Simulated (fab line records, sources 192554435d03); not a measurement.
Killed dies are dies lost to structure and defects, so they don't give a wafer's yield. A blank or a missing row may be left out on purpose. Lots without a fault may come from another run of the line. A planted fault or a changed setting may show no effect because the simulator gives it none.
fab line records | flow n5_finfet
record lots=24 wafers=72 last_day=17
route steps=1938 shown BEOL_M6@1238 BEOL_M7@1265
lots that met no fault: from a run of the same line without faults
start_h: hours from the record's first day to the start of the lot's first wafer shown | wait_h: hours since the lot's step before | " the same as in the row above | L1.1+2: a row that stands for several wafers | - no value, or no start given | * or withheld: withheld | < > ~ a bound
route shown NAME@n: a module of which the file shows steps, and the number in the route of the first | usual: mean/standard deviation of fault-free wafers | same: alike in all rows | chamber/n: place in a boat | sites: the reading at each site | _std_site: their standard deviation | _edge_site: outer sites' mean less inner sites' | radius_mm: how far each site lies from the wafer's centre | mask NAME#n: copy n | behind: the tool/chamber that last shaped the wafer | hold: why the lot was held/for how many hours/how that ended | device: the transistor (n, p or np) that didn't switch | end of line: the same wafers' tests at the end of the route | a step without rows: its recipe alone | killed: dies lost to structure and defects at the first sort, not the wafer's yield | map: a wafer's dies, x killed, . not, _ none there
set.NAME: the setting as run; set.NAME@STEP: as run at that earlier step | model.NAME: the simulator's own value behind a step, which no gauge read
steps of the route over a sample of lots; a table a step, a row a wafer
services: from which hour (start_h, from the record's first day; less than 0 if before it) a tool's chamber was out of use, for how many hours, and why
## steps
# step N5_BEOL_M6_STRIP_36
# recipe chemistry=N2/H2 power_w=450 temp_c=40 pressure_mtorr=20 rf_frequency_hz=6e+07 overash_fraction=0.3 bias_power_w=7 h2_frac=0.5 n2_flow_sccm=200 h2_flow_sccm=200
# usual drypump_motor_current_A=5.7/0.43 oes_product_au=0.79/0.091 rf_vpp_V=59.1/1.6 showerhead_plenum_p_Torr=2.52/0.094 throttle_valve_pct=23.55/0.25
# columns lot.wafer tool chamber start_h wait_h drypump_motor_current_A oes_product_au rf_hours_counter_h rf_vpp_V showerhead_plenum_p_Torr throttle_valve_pct
L074.1 rie_diel-05 3 178.79 0.0 5.2 0.92 15 57.2 2.49 23.77
L074.3 " 0 " " 5.7 0.72 192 58.1 2.52 23.57
L074.6 " 1 " " 5.2 0.72 - 60.2 2.52 23.69
L076.1 rie_diel-05 3 185.31 0.0 5.2 0.92 17 58.1 2.48 23.79
L076.4 " 3 " " 5.2 0.92 - 61.9 2.48 23.79
L076.6 " 1 " " 5.2 0.72 - 55.9 2.52 23.69
L075.1 rie_diel-06 3 187.71 0.0 6.4 0.71 203 56.5 2.40 23.36
L075.3 " 0 " " 5.0 0.70 240 58.2 2.60 23.80
L075.6 " 0 " " 5.0 0.69 - 59.4 2.60 23.83
L077.2 rie_diel-06 0 210.02 0.0 5.0 0.68 247 59.7 2.60 23.84
L077.3 " 1 " " 5.4 0.75 148 58.8 2.53 23.10
L077.5 " 3 " " 6.5 0.71 - 59.5 2.40 23.39
L079.2 rie_diel-06 1 215.41 0.0 5.4 0.75 150 58.8 2.53 23.08
L079.4 " 2 " " 5.6 0.94 10 60.5 2.71 23.26
L079.6 " 3 " " 6.5 0.69 - 61.4 2.40 23.40
L078.1 rie_diel-06 3 217.84 0.0 6.4 0.69 213 60.2 2.40 23.39
L078.2 " 1 " " 5.4 0.76 151 56.1 2.53 23.07
L078.5 " 2 " " 5.6 0.93 - 60.2 2.71 23.27
L081.3 rie_diel-03 2 220.36 0.0 6.2 0.71 187 59.2 2.43 23.87
L081.5 " 3 " " 5.6 0.87 - 61.5 2.47 23.57
L081.6 " 2 " " 6.2 0.73 - 61.3 2.43 23.87
L080.1 rie_diel-03 0 222.54 0.0 6.1 0.79 120 58.3 2.44 23.44
L080.4 " 2 " " 6.2 0.72 188 59.8 2.43 23.85
L080.5 " 2 " " 6.2 0.72 - 57.6 2.43 23.89
L082.1 rie_diel-06 2 222.98 0.0 5.7 0.93 13 59.9 2.71 23.28
L082.2 " 3 " " 6.5 0.70 215 60.0 2.40 23.41
L082.5 " 1 " " 5.4 0.75 - 57.5 2.53 23.10
L083.2 rie_diel-05 1 235.16 0.0 5.2 0.70 207 59.0 2.51 23.70
L083.3 " 0 " " 5.7 0.70 211 58.9 2.51 23.57
L083.4 " 2 " " 5.7 0.74 205 62.5 2.61 23.23
L084.1 rie_diel-03 0 237.59 0.0 6.1 0.78 123 60.5 2.44 23.48
L084.2 " 3 " " 5.6 0.86 64 58.5 2.47 23.59
L084.3 " 2 " " 6.2 0.72 193 61.4 2.43 23.86
L085.1 rie_diel-05 0 248.26 0.0 5.7 0.69 215 57.3 2.51 23.60
L085.2 " 2 " " 5.7 0.73 209 58.3 2.61 23.19
L085.3 " 3 " " 5.2 0.87 39 58.6 2.48 23.81
L086.1 rie_diel-06 0 257.72 0.0 5.0 0.97 6 59.4 2.60 23.58
L086.2 " 2 " " 5.7 0.88 30 60.2 2.70 23.30
L086.4 " 0 " " 5.1 0.96 - 59.9 2.60 23.54
L088.2 rie_diel-06 1 260.25 0.0 5.4 0.75 169 57.6 2.52 23.12
L088.3 " 0 " " 5.0 0.96 6 61.3 2.60 23.56
L088.5 " 2 " " 5.6 0.88 - 59.0 2.70 23.30
L087.1 rie_diel-03 0 266.07 0.0 6.1 0.77 132 58.7 2.43 23.45
L087.5 " 1 " " 5.3 0.89 - 62.6 2.59 23.87
L087.6 " 0 " " 6.1 0.76 - 59.7 2.43 23.47
L089.2 rie_diel-06 2 277.21 0.0 5.7 0.89 36 61.1 2.70 23.26
L089.5 " 2 " " 5.7 0.88 - 61.0 2.70 23.29
L089.6 " 1 " " 5.4 0.74 - 61.0 2.52 23.12
L091.1 rie_diel-03 0 283.44 0.0 6.1 0.77 139 59.6 2.43 23.49
L091.2 " 3 " " 5.6 0.85 78 58.4 2.46 23.59
L091.6 " 0 " " 6.1 0.78 - 59.1 2.43 23.47
L090.1 rie_diel-03 1 283.84 0.0 5.3 0.89 46 58.0 2.58 23.87
L090.3 " 0 " " 6.1 0.77 140 59.0 2.43 23.49
L090.4 " 2 " " 6.2 0.70 209 56.6 2.42 23.90
L092.1 rie_diel-05 0 283.87 0.0 5.7 0.69 229 59.6 2.50 23.61
L092.2 " 2 " " 5.7 0.73 223 62.5 2.61 23.22
L092.4 " 1 " " 5.3 0.70 225 57.8 2.51 23.73
L093.2 rie_diel-06 1 293.24 0.0 5.4 0.73 178 57.7 2.52 23.15
L093.5 " 1 " " 5.4 0.73 - 59.9 2.52 23.14
L093.6 " 2 " " 5.7 0.88 - 59.3 2.70 23.32
L094.3 rie_diel-03 0 300.94 0.0 6.1 0.76 146 57.0 2.43 23.49
L094.4 " 1 " " 5.3 0.86 53 60.8 2.58 23.87
L094.5 " 2 " " 6.2 0.70 - 60.3 2.42 23.88
L095.1 rie_diel-05 2 306.12 0.0 5.7 0.71 231 59.4 2.60 23.22
L095.2 " 0 " " 5.6 0.69 236 60.1 2.50 23.63
L095.6 " 1 " " 5.2 0.68 - 58.0 2.50 23.73
L096.1 rie_diel-03 1 325.58 0.0 5.3 0.86 61 58.2 2.58 23.89
L096.2 " 2 " " 6.2 0.70 222 57.6 2.42 23.89
L096.5 " 3 " " 5.6 0.83 - 61.0 2.46 23.61
L097.1 rie_diel-03 1 325.98 0.0 5.2 0.86 61 62.1 2.58 23.91
L097.2 " 2 " " 6.3 0.70 222 58.6 2.42 23.92
L097.5 " 2 " " 6.2 0.69 - 59.8 2.42 23.94
# step N5_BEOL_M6_CURE_75
# recipe temp_c=370 time_s=120 ambient=DMADMS/He material=SiCOH_lowk
# usual lamp_power_pct=52.31/0.057 wafer_temp_C_max=371.9/0.75
# columns lot.wafer tool chamber start_h wait_h lamp_power_pct wafer_temp_C_max
L074.1 uv_cure-03 2 179.18 0.0 52.43 371.8
L074.3 " 2 " " 52.29 371.7
L074.6 " 2 " " 52.30 371.4
L076.1 uv_cure-02 1 185.70 0.0 52.26 373.0
L076.4 " 1 " " 52.40 372.4
L076.6 " 1 " " 52.29 373.5
L075.1 uv_cure-02 0 188.11 0.0 52.30 372.0
L075.3 " 0 " " 52.30 371.7
L075.6 " 0 " " 52.35 371.8
L077.2 uv_cure-01 2 210.60 0.2 52.31 371.4
L077.3 " 2 " " 52.36 371.4
L077.5 " 2 " " 52.22 371.5
L079.2 uv_cure-02 0 216.07 0.3 52.28 371.5
L079.4 " 0 " " 52.30 371.6
L079.6 " 0 " " 52.39 371.4
L078.1 uv_cure-01 0 218.24 0.0 52.25 371.1
L078.2 " 0 " " 52.40 371.3
L078.5 " 0 " " 52.26 371.4
L081.3 uv_cure-02 1 220.86 0.1 52.23 372.7
L081.5 " 1 " " 52.22 373.3
L081.6 " 1 " " 52.29 372.4
L080.1 uv_cure-03 2 222.95 0.0 52.26 371.2
L080.4 " 2 " " 52.30 371.9
L080.5 " 2 " " 52.37 371.2
L082.1 uv_cure-01 1 223.38 0.1 52.29 372.7
L082.2 " 1 " " 52.34 372.3
L082.5 " 1 " " 52.42 371.9
L083.2 uv_cure-01 1 235.61 0.1 52.28 373.0
L083.3 " 1 " " 52.29 372.6
L083.4 " 1 " " 52.31 373.7
L084.1 uv_cure-02 0 237.98 0.0 52.37 371.4
L084.2 " 0 " " 52.33 371.4
L084.3 " 0 " " 52.32 371.6
L085.1 uv_cure-03 0 248.90 0.3 52.32 371.3
L085.2 " 0 " " 52.20 370.8
L085.3 " 0 " " 52.34 370.9
L086.1 uv_cure-02 1 258.11 0.0 52.35 372.1
L086.2 " 1 " " 52.31 372.1
L086.4 " 1 " " 52.33 372.5
L088.2 uv_cure-03 0 260.70 0.1 52.41 371.5
L088.3 " 0 " " 52.33 371.1
L088.5 " 0 " " 52.36 370.9
L087.1 uv_cure-01 0 266.46 0.0 52.34 371.4
L087.5 " 0 " " 52.26 371.4
L087.6 " 0 " " 52.36 371.5
L089.2 uv_cure-01 0 277.70 0.1 52.28 371.1
L089.5 " 0 " " 52.29 370.5
L089.6 " 0 " " 52.36 371.3
L091.1 uv_cure-01 1 283.83 0.0 52.30 372.4
L091.2 " 1 " " 52.25 372.6
L091.6 " 1 " " 52.31 372.5
L090.1 uv_cure-03 1 284.27 0.1 52.38 372.1
L090.3 " 1 " " 52.26 372.8
L090.4 " 1 " " 52.35 372.7
L092.1 uv_cure-02 2 284.44 0.2 52.40 372.0
L092.2 " 2 " " 52.32 371.9
L092.4 " 2 " " 52.32 371.8
L093.2 uv_cure-01 1 293.68 0.1 52.35 372.8
L093.5 " 1 " " 52.35 372.8
L093.6 " 1 " " 52.28 372.4
L094.3 uv_cure-03 2 301.42 0.1 52.23 371.4
L094.4 " 2 " " 52.45 371.5
L094.5 " 2 " " 52.29 371.0
L095.1 uv_cure-03 2 306.52 0.0 52.32 371.5
L095.2 " 2 " " 52.27 371.9
L095.6 " 2 " " 52.34 371.3
L096.1 uv_cure-02 1 325.97 0.0 52.32 373.2
L096.2 " 1 " " 52.29 372.5
L096.5 " 1 " " 52.40 372.8
L097.1 uv_cure-03 2 326.37 0.0 52.29 371.5
L097.2 " 2 " " 52.36 372.0
L097.5 " 2 " " 52.41 371.5
# step N5_BEOL_M6_SPUTTER_48
# recipe material=Cu target_thk_a=100 temp_c=-20 bias_v=60 power_w=26000 chamber_pressure_pa=0.13 time_s=1.667
# usual bias_v=60.0/0.63 chamber_pressure_pa=0.12996/0.00029 chuck_sensor_temp_C=-15.9/0.51 throttle_valve_pct=30.2/1.1
# columns lot.wafer tool chamber start_h wait_h bias_v chamber_pressure_pa chuck_sensor_temp_C throttle_valve_pct
L074.1 pvd_sputter-01 - 181.03 0.2 60.8 0.13002 -16.6 29.3
L074.3 " - " " 61.0 0.12985 -16.1 30.8
L074.6 " - " " 60.0 0.13027 -16.6 29.6
L076.1 pvd_sputter-02 - 187.06 0.2 60.0 0.13001 -16.4 29.7
L076.4 " - " " 60.9 0.13007 -16.6 30.4
L076.6 " - " " 60.1 0.13013 -16.4 30.0
L075.1 pvd_sputter-01 - 189.44 0.2 59.8 0.12996 -14.8 31.4
L075.3 " - " " 60.3 0.13021 -15.8 31.1
L075.6 " - " " 61.0 0.13017 -15.9 31.0
L077.2 pvd_sputter-03 - 213.42 2.0 59.6 0.12996 -15.5 31.9
L077.3 " - " " 60.3 0.1302 -16.0 29.2
L077.5 " - " " 59.6 0.12987 -15.6 31.7
L079.2 pvd_sputter-03 - 217.76 0.1 60.2 0.13044 -15.9 29.0
L079.4 " - " " 59.8 0.12932 -15.8 31.7
L079.6 " - " " 60.2 0.13003 -15.8 28.9
L078.1 pvd_sputter-03 - 220.76 0.1 60.6 0.1301 -16.0 29.2
L078.2 " - " " 60.4 0.1302 -16.0 28.5
L078.5 " - " " 61.3 0.13005 -15.9 29.1
L081.3 pvd_sputter-02 - 221.93 0.2 60.9 0.12992 -15.3 28.7
L081.5 " - " " 61.1 0.13009 -16.3 30.0
L081.6 " - " " 59.6 0.13007 -16.5 30.5
L080.1 pvd_sputter-03 - 224.34 0.1 60.1 0.12983 -15.9 28.9
L080.4 " - " " 60.3 0.13014 -15.8 28.4
L080.5 " - " " 60.1 0.12989 -15.8 29.3
L082.1 pvd_sputter-02 - 224.93 0.1 59.4 0.12998 -15.2 29.3
L082.2 " - " " 59.1 0.12972 -15.7 31.4
L082.5 " - " " 60.0 0.12942 -16.5 30.3
L083.2 pvd_sputter-03 - 237.87 0.1 60.0 0.13015 -15.9 29.0
L083.3 " - " " 59.6 0.12996 -16.6 30.2
L083.4 " - " " 60.8 0.12991 -15.6 31.7
L084.1 pvd_sputter-01 - 238.94 0.1 60.4 0.12967 -15.7 30.9
L084.2 " - " " 59.9 0.12964 -16.6 29.3
L084.3 " - " " 58.3 0.13008 -14.9 31.5
L085.1 pvd_sputter-03 - 250.88 0.1 59.0 0.13019 -16.4 30.3
L085.2 " - " " 60.9 0.12989 -15.6 28.8
L085.3 " - " " 60.1 0.13039 -16.1 29.2
L086.1 pvd_sputter-03 - 259.57 0.3 60.0 0.12947 -16.5 30.3
L086.2 " - " " 60.3 0.12949 -15.8 28.4
L086.4 " - " " 60.0 0.13017 -15.7 29.4
L088.2 pvd_sputter-02 - 263.14 1.3 60.2 0.13012 -15.4 28.9
L088.3 " - " " 60.1 0.12991 -15.7 31.8
L088.5 " - " " 60.3 0.12992 -15.3 28.9
L087.1 pvd_sputter-01 - 267.87 0.1 59.8 0.12985 -16.6 29.4
L087.5 " - " " 60.3 0.13004 -14.9 31.3
L087.6 " - " " 60.7 0.12985 -16.7 29.4
L089.2 pvd_sputter-02 - 280.81 0.9 60.2 0.12967 -15.9 31.5
L089.5 " - " " 59.5 0.12965 -15.7 31.5
L089.6 " - " " 59.8 0.13037 -15.2 28.9
L091.1 pvd_sputter-01 - 286.27 0.1 59.3 0.13016 -16.7 29.4
L091.2 " - " " 60.1 0.13007 -15.6 31.0
L091.6 " - " " 59.8 0.13042 -15.6 31.2
L090.1 pvd_sputter-02 - 286.88 0.1 59.8 0.12936 -15.6 31.9
L090.3 " - " " 59.0 0.1299 -16.4 30.4
L090.4 " - " " 59.6 0.13001 -15.5 29.2
L092.1 pvd_sputter-02 - 286.96 0.1 59.7 0.13029 -16.3 30.3
L092.2 " - " " 59.0 0.13048 -15.5 31.7
L092.4 " - " " 60.4 0.12995 -16.6 30.4
L093.2 pvd_sputter-02 - 294.98 0.1 59.7 0.1302 -15.3 29.2
L093.5 " - " " 60.1 0.12987 -16.4 29.9
L093.6 " - " " 59.1 0.12965 -16.5 30.2
L094.3 pvd_sputter-03 - 302.33 0.1 59.5 0.12973 -15.9 29.2
L094.4 " - " " 60.6 0.1298 -15.8 28.6
L094.5 " - " " 61.7 0.12986 -15.9 28.3
L095.1 pvd_sputter-03 - 307.55 0.1 59.7 0.13016 -16.0 28.8
L095.2 " - " " 58.3 0.13011 -15.6 28.4
L095.6 " - " " 59.8 0.13032 -16.4 30.3
L096.1 pvd_sputter-03 - 327.40 0.1 59.7 0.12986 -16.4 30.4
L096.2 " - " " 61.4 0.13066 -15.7 28.6
L096.5 " - " " 60.1 0.12973 -15.7 29.3
L097.1 pvd_sputter-01 - 327.81 0.3 59.7 0.1301 -16.7 29.7
L097.2 " - " " 58.9 0.12943 -14.9 31.2
L097.5 " - " " 59.5 0.12967 -16.7 29.4
# step N5_BEOL_M7_THK_MEAS_01
# recipe reads=SiCOH_lowk_of_BEOL_M7_ILD_DEP_00
# usual M7_ILD_THK=155.4/2.1
# columns lot.wafer tool chamber start_h wait_h M7_ILD_THK[nm]
L074.1 film_metro-01 - 182.65 0.4 154.7
L074.3 " - " " 152.2
L074.6 " - " " 157.0
L076.1 film_metro-02 - 188.64 0.4 153.4
L076.4 " - " " 155.4
L076.6 " - " " 158.0
L075.1 film_metro-02 - 191.03 0.4 157.4
L075.3 " - " " 157.0
L075.6 " - " " 159.0
L077.2 film_metro-02 - 215.14 0.4 154.6
L077.3 " - " " 156.8
L077.5 " - " " 158.5
L079.2 film_metro-01 - 219.99 0.4 152.7
L079.4 " - " " 156.2
L079.6 " - " " 157.9
L078.1 film_metro-01 - 222.54 0.4 154.2
L078.2 " - " " 155.4
L078.5 " - " " 157.5
L081.3 film_metro-01 - 223.74 0.3 152.7
L081.5 " - " " 157.7
L081.6 " - " " 155.4
L080.1 film_metro-01 - 225.91 0.4 153.6
L080.4 " - " " 157.1
L080.5 " - " " 154.9
L082.1 film_metro-02 - 227.08 0.4 157.3
L082.2 " - " " 155.0
L082.5 " - " " 157.9
L083.2 film_metro-02 - 239.70 0.4 154.9
L083.3 " - " " 160.6
L083.4 " - " " 157.0
L084.1 film_metro-02 - 240.95 0.4 156.1
L084.2 " - " " 155.8
L084.3 " - " " 156.1
L085.1 film_metro-01 - 252.97 0.8 151.8
L085.2 " - " " 153.3
L085.3 " - " " 155.3
L086.1 film_metro-01 - 261.82 0.4 156.1
L086.2 " - " " 154.4
L086.4 " - " " 158.9
L088.2 film_metro-02 - 264.84 0.4 156.2
L088.3 " - " " 151.5
L088.5 " - " " 158.4
L087.1 film_metro-02 - 269.93 0.8 154.2
L087.5 " - " " 155.8
L087.6 " - " " 154.0
L089.2 film_metro-01 - 282.57 0.4 153.8
L089.5 " - " " 155.5
L089.6 " - " " 154.7
L091.1 film_metro-02 - 288.00 0.4 150.8
L091.2 " - " " 151.6
L091.6 " - " " 153.8
L090.1 film_metro-02 - 288.61 0.4 154.2
L090.3 " - " " 153.0
L090.4 " - " " 154.8
L092.1 film_metro-02 - 288.84 0.4 154.2
L092.2 " - " " 158.8
L092.4 " - " " 158.9
L093.2 film_metro-02 - 296.71 0.4 154.1
L093.5 " - " " 158.0
L093.6 " - " " 154.4
L094.3 film_metro-02 - 304.11 0.3 158.4
L094.4 " - " " 155.7
L094.5 " - " " 154.2
L095.1 film_metro-02 - 309.25 0.4 155.0
L095.2 " - " " 154.0
L095.6 " - " " 155.3
L096.1 film_metro-02 - 329.48 0.4 154.7
L096.2 " - " " 152.7
L096.5 " - " " 157.9
L097.1 film_metro-01 - 330.24 0.4 152.0
L097.2 " - " " 153.4
L097.5 " - " " 156.8
# step N5_BEOL_M7_CD_MEAS_18
# recipe pitch_nm=80 target_cd_nm=40
# usual cd_nm=40.0/0.64
# columns lot.wafer tool chamber start_h wait_h cd_nm
L074.1 cd_sem-03 - 184.07 0.0 38.6
L074.3 " - " " 39.2
L074.6 " - " " 39.2
L076.1 cd_sem-02 - 189.82 0.0 39.5
L076.4 " - " " 39.6
L076.6 " - " " 39.3
L075.1 cd_sem-02 - 192.93 0.0 39.2
L075.3 " - " " 39.3
L075.6 " - " " 38.8
L077.2 cd_sem-03 - 217.07 0.1 40.6
L077.3 " - " " 40.4
L077.5 " - " " 40.3
L079.2 cd_sem-02 - 222.33 0.1 40.3
L079.4 " - " " 39.9
L079.6 " - " " 40.0
L078.1 cd_sem-02 - 223.93 0.0 40.0
L078.2 " - " " 40.4
L078.5 " - " " 40.3
L081.3 cd_sem-01 - 225.43 0.1 39.1
L081.5 " - " " 38.8
L081.6 " - " " 38.3
L080.1 cd_sem-02 - 228.19 0.0 40.5
L080.4 " - " " 41.1
L080.5 " - " " 40.2
L082.1 cd_sem-03 - 228.73 0.0 40.3
L082.2 " - " " 40.4
L082.5 " - " " 40.5
L083.2 cd_sem-03 - 241.94 0.1 39.8
L083.3 " - " " 40.0
L083.4 " - " " 40.0
L084.1 cd_sem-01 - 242.88 0.0 40.4
L084.2 " - " " 40.0
L084.3 " - " " 40.7
L085.1 cd_sem-03 - 255.20 0.0 40.1
L085.2 " - " " 40.8
L085.3 " - " " 41.0
L086.1 cd_sem-02 - 264.40 0.0 39.4
L086.2 " - " " 40.1
L086.4 " - " " 39.8
L088.2 cd_sem-01 - 267.21 0.1 39.8
L088.3 " - " " 39.7
L088.5 " - " " 39.2
L087.1 cd_sem-02 - 271.46 0.0 41.1
L087.5 " - " " 40.1
L087.6 " - " " 41.6
L089.2 cd_sem-02 - 284.13 0.1 40.1
L089.5 " - " " 40.4
L089.6 " - " " 40.0
L091.1 cd_sem-01 - 290.54 0.1 40.9
L091.2 " - " " 40.1
L091.6 " - " " 40.6
L090.1 cd_sem-02 - 290.85 0.0 39.5
L090.3 " - " " 39.9
L090.4 " - " " 40.5
L092.1 cd_sem-01 - 290.98 0.0 39.4
L092.2 " - " " 39.6
L092.4 " - " " 39.4
L093.2 cd_sem-03 - 297.91 0.1 39.3
L093.5 " - " " 40.3
L093.6 " - " " 39.4
L094.3 cd_sem-02 - 307.29 0.1 39.1
L094.4 " - " " 38.9
L094.5 " - " " 38.7
L095.1 cd_sem-03 - 311.27 0.0 39.5
L095.2 " - " " 39.7
L095.6 " - " " 39.8
L096.1 cd_sem-03 - 330.64 0.0 40.0
L096.2 " - " " 40.2
L096.5 " - " " 39.6
L097.1 cd_sem-02 - 333.07 0.0 39.2
L097.2 " - " " 40.7
L097.5 " - " " 39.8
# step N5_BEOL_M7_ETCH_65
# recipe chemistry=CF4 target=SiARC target_depth_a=156 mask_material=CAR-EUV time_s=26 ion_energy_ev=80 pressure_mtorr=40 source_w=545 bias_w=36 Ar_flow_sccm=100 cf4_flow_sccm=100 ends=cleared
# usual drypump_motor_current_A=5.4/0.44 etch_rf_on_time_s=25.6/0.65 oes_product_au=0.70/0.088 rf_vpp_V=184.2/1.2 showerhead_plenum_p_Torr=2.16/0.076 throttle_valve_pct=15.6/0.3
# columns lot.wafer tool chamber start_h wait_h drypump_motor_current_A etch_rf_on_time_s oes_product_au rf_hours_counter_h rf_vpp_V showerhead_plenum_p_Torr throttle_valve_pct
L074.1 rie_diel-01 3 185.14 0.0 5.7 25.5 0.60 195 184.7 2.22 15.7
L074.3 " 1 " " 6.0 24.5 0.86 4 185.5 2.10 15.0
L074.6 " 1 " " 6.0 24.7 0.86 - 183.8 2.10 15.0
L076.1 rie_diel-02 2 190.73 0.0 5.1 27.2 0.60 209 184.8 2.13 15.5
L076.4 " 3 " " 5.0 25.9 0.74 - 184.3 2.10 15.7
L076.6 " 1 " " 5.6 25.7 0.64 - 183.7 2.24 15.8
L075.1 rie_diel-02 2 194.26 0.0 5.1 27.3 0.60 211 185.6 2.12 15.5
L075.3 " 1 " " 5.6 25.6 0.63 163 185.0 2.24 15.9
L075.6 " 1 " " 5.6 25.7 0.63 - 185.2 2.24 15.8
L077.2 rie_diel-04 0 217.61 0.0 5.4 25.2 0.78 27 184.4 2.10 15.4
L077.3 " 1 " " 5.1 25.2 0.84 6 184.2 2.18 15.2
L077.5 " 0 " " 5.4 25.4 0.78 - 182.8 2.10 15.4
L079.2 rie_diel-01 3 222.91 0.0 5.7 25.8 0.59 206 185.0 2.22 15.7
L079.4 " 0 " " 5.4 25.4 0.71 90 184.5 2.24 15.5
L079.6 " 3 " " 5.7 25.7 0.59 - 183.7 2.22 15.7
L078.1 rie_diel-04 2 224.97 0.0 4.7 25.1 0.76 38 184.7 2.28 15.5
L078.2 " 3 " " 5.9 26.6 0.59 229 182.3 2.03 16.0
L078.5 " 3 " " 5.9 26.7 0.58 - 182.6 2.03 16.1
L081.3 rie_diel-04 1 226.72 0.0 5.1 25.3 0.83 9 185.7 2.18 15.2
L081.5 " 3 " " 5.9 26.3 0.59 - 181.6 2.03 16.0
L081.6 " 2 " " 4.7 25.0 0.76 - 185.3 2.28 15.5
L080.1 rie_diel-04 2 229.04 0.0 4.7 25.0 0.74 39 185.4 2.28 15.5
L080.4 " 1 " " 5.1 25.4 0.82 10 184.9 2.18 15.2
L080.5 " 3 " " 5.9 26.6 0.59 - 181.7 2.03 16.1
L082.1 rie_diel-01 2 231.27 0.0 5.4 26.2 0.61 193 182.6 2.12 15.8
L082.2 " 1 " " 5.9 24.5 0.83 15 184.8 2.10 15.0
L082.5 " 0 " " 5.3 24.9 0.71 - 186.2 2.24 15.6
L083.2 rie_diel-01 0 242.71 0.0 5.3 25.2 0.70 97 185.1 2.24 15.6
L083.3 " 3 " " 5.7 25.4 0.59 213 185.0 2.21 15.7
L083.4 " 1 " " 6.0 24.7 0.82 19 184.3 2.09 15.1
L084.1 rie_diel-04 0 243.36 0.0 5.4 25.7 0.76 36 183.9 2.10 15.4
L084.2 " 2 " " 4.7 25.4 0.75 44 184.6 2.28 15.5
L084.3 " 1 " " 5.1 25.3 0.82 14 183.5 2.18 15.2
L085.1 rie_diel-01 3 257.32 0.0 5.7 25.5 0.59 218 184.1 2.21 15.7
L085.2 " 2 " " 5.4 26.5 0.59 202 183.9 2.12 15.8
L085.3 " 0 " " 5.3 25.2 0.69 102 183.3 2.24 15.6
L086.1 rie_diel-01 3 266.00 0.0 5.7 25.7 0.59 220 184.5 2.21 15.7
L086.2 " 0 " " 5.3 25.4 0.69 104 185.4 2.24 15.6
L086.4 " 2 " " 5.4 26.5 0.59 204 183.9 2.12 15.8
L088.2 rie_diel-04 3 270.24 0.0 5.9 26.4 0.58 242 182.8 2.03 16.1
L088.3 " 2 " " 4.7 25.0 0.74 51 184.9 2.28 15.5
L088.5 " 0 " " 5.4 25.3 0.76 - 183.5 2.09 15.4
L087.1 rie_diel-01 2 272.30 0.0 5.5 26.5 0.60 206 183.3 2.12 15.8
L087.5 " 2 " " 5.5 26.4 0.59 - 183.2 2.12 15.8
L087.6 " 1 " " 6.0 24.4 0.81 - 184.5 2.09 15.1
L089.2 rie_diel-02 2 285.90 0.0 5.1 27.1 0.58 241 181.8 2.11 15.6
L089.5 " 2 " " 5.1 27.1 0.58 - 184.7 2.11 15.6
L089.6 " 1 " " 5.6 25.7 0.62 - 183.2 2.23 15.9
L091.1 rie_diel-04 0 293.18 0.0 5.4 25.5 0.76 49 182.9 2.09 15.4
L091.2 " 1 " " 5.1 25.2 0.79 28 185.0 2.18 15.2
L091.6 " 3 " " 5.9 26.3 0.58 - 182.0 2.03 16.1
L092.1 rie_diel-02 2 293.37 0.0 5.1 26.9 0.58 244 185.0 2.11 15.6
L092.2 " 1 " " 5.6 25.7 0.62 193 184.3 2.23 15.9
L092.4 " 0 " " 6.5 25.6 0.77 25 185.6 2.18 15.0
L090.1 rie_diel-04 3 293.75 0.0 5.9 26.5 0.58 249 183.6 2.03 16.1
L090.3 " 0 " " 5.4 25.6 0.75 49 182.2 2.09 15.4
L090.4 " 2 " " 4.7 25.5 0.73 58 186.3 2.27 15.5
L093.2 rie_diel-01 1 300.91 0.0 6.0 24.4 0.79 36 182.4 2.09 15.1
L093.5 " 2 " " 5.4 26.2 0.59 - 184.9 2.12 15.8
L093.6 " 1 " " 6.0 24.8 0.79 - 183.0 2.09 15.1
L094.3 rie_diel-04 0 307.78 0.0 5.4 25.2 0.75 53 184.4 2.09 15.4
L094.4 " 2 " " 4.7 25.0 0.72 - 185.9 2.27 15.5
L094.5 " 0 " " 5.4 25.3 0.74 - 183.4 2.09 15.4
L095.1 rie_diel-02 3 313.11 0.0 5.0 25.6 0.70 85 184.3 2.09 15.7
L095.2 " 0 " " 6.5 25.7 0.76 31 185.1 2.17 15.0
L095.6 " 1 " " 5.6 25.4 0.62 - 186.2 2.22 15.9
L097.1 rie_diel-04 3 333.74 0.0 5.9 25.0 0.82 6 185.4 2.28 15.6
L097.2 " 2 " " 4.7 25.2 0.71 72 185.4 2.27 15.5
L097.5 " 3 " " 5.9 25.1 0.82 - 185.9 2.28 15.6
L096.1 rie_diel-02 0 334.10 0.0 6.4 25.6 0.75 39 184.4 2.17 15.1
L096.2 " 3 " " 4.9 25.6 0.69 93 184.9 2.09 15.7
L096.5 " 0 " " 6.5 25.6 0.74 - 184.4 2.17 15.0
## services
# columns tool chamber start_h hours kind
rie_diel-05 2 169.34 16.3 repair
rie_diel-05 0 170.33 5.8 repair
rie_diel-04 1 178.16 - clean
rie_diel-04 1 178.16 - consumable_replace:focus_ring
rie_diel-04 1 178.16 17.2 scheduled_down
rie_diel-04 1 178.16 17.2 vent_cycle
rie_diel-01 1 187.31 5.4 repair
uv_cure-03 - 209.53 7.5 pm
uv_cure-02 - 211.26 0.3 repair
rie_diel-03 0 223.19 7.0 repair
rie_diel-02 0 227.10 2.8 repair
uv_cure-03 - 233.15 0.6 repair
uv_cure-01 - 236.00 1.0 pm
uv_cure-01 - 249.12 2.1 pm
rie_diel-06 3 249.82 7.8 repair
rie_diel-02 1 264.14 12.0 repair
uv_cure-03 - 267.64 2.1 pm
rie_diel-06 1 268.25 3.5 repair
rie_diel-05 1 280.42 2.5 repair
pvd_sputter-01 - 290.79 0.8 repair
pvd_sputter-01 - 294.87 7.9 repair
rie_diel-04 3 301.14 - clean
pvd_sputter-02 - 330.33 4.9 repair
uv_cure-02 - 332.71 1.0 pm
## key
fault none
